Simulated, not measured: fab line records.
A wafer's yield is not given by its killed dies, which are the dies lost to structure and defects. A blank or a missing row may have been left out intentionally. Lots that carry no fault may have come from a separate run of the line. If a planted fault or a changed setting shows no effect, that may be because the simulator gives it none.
Matching of chambers / flow nand harc / 3 sister chambers for NHARC_A_STAIRCASE_DEP_471 on pecvd-01
The step deposits SiO2, target thk 100 nm. 3 wafers are shown with their chamber, then 10 later ones without.

== WAFERS, EACH WITH ITS CHAMBER ==
wafer=L089.6; chamber=2; throttle valve pct (%)=16.0
wafer=L086.1; chamber=1; throttle valve pct (%)=16.6
wafer=L086.5; chamber=0; throttle valve pct (%)=16.8

== WAFERS MISSING THEIR CHAMBER ==
wafer=L086.6; throttle valve pct (%)=15.9
wafer=L093.4; throttle valve pct (%)=16.8
wafer=L093.5; throttle valve pct (%)=16.7
wafer=L093.6; throttle valve pct (%)=16.1
wafer=L092.2; throttle valve pct (%)=16.1
wafer=L092.4; throttle valve pct (%)=16.7
wafer=L092.5; throttle valve pct (%)=16.8
wafer=L094.3; throttle valve pct (%)=16.3
wafer=L094.4; throttle valve pct (%)=16.1
wafer=L094.5; throttle valve pct (%)=15.9

== CHAMBER TAKEN BY EACH ==
wafer=L086.6; from the rows above=2; in truth=2
wafer=L093.4; from the rows above=can't be placed: 0 or 1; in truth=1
wafer=L093.5; from the rows above=can't be placed: 1 or 0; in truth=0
wafer=L093.6; from the rows above=2; in truth=2
wafer=L092.2; from the rows above=2; in truth=2
wafer=L092.4; from the rows above=can't be placed: 1 or 0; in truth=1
wafer=L092.5; from the rows above=can't be placed: 0 or 1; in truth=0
wafer=L094.3; from the rows above=can't be placed: 1 or 2 or 0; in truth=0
wafer=L094.4; from the rows above=2; in truth=2
wafer=L094.5; from the rows above=2; in truth=2
5 of 10 placed correctly. Not placeable from these rows: 5 (in 5, the candidates include the true chamber). Number placed wrongly: 0.
How it was worked out, from the rows above alone: a wafer's distance from a chamber is the root of the sum, over the readings, of the square of ((its reading less the chamber's mean) divided by the reading's scatter). If the next closest chamber is less than 2 further off than the closest, the wafer can't be placed; otherwise it belongs to the closest. The mean given for a chamber averages the wafers shown for that chamber. The scatter (one wafer shown for each chamber): square how far every hidden wafer sits from the nearest shown wafer, average those squares and take the square root.
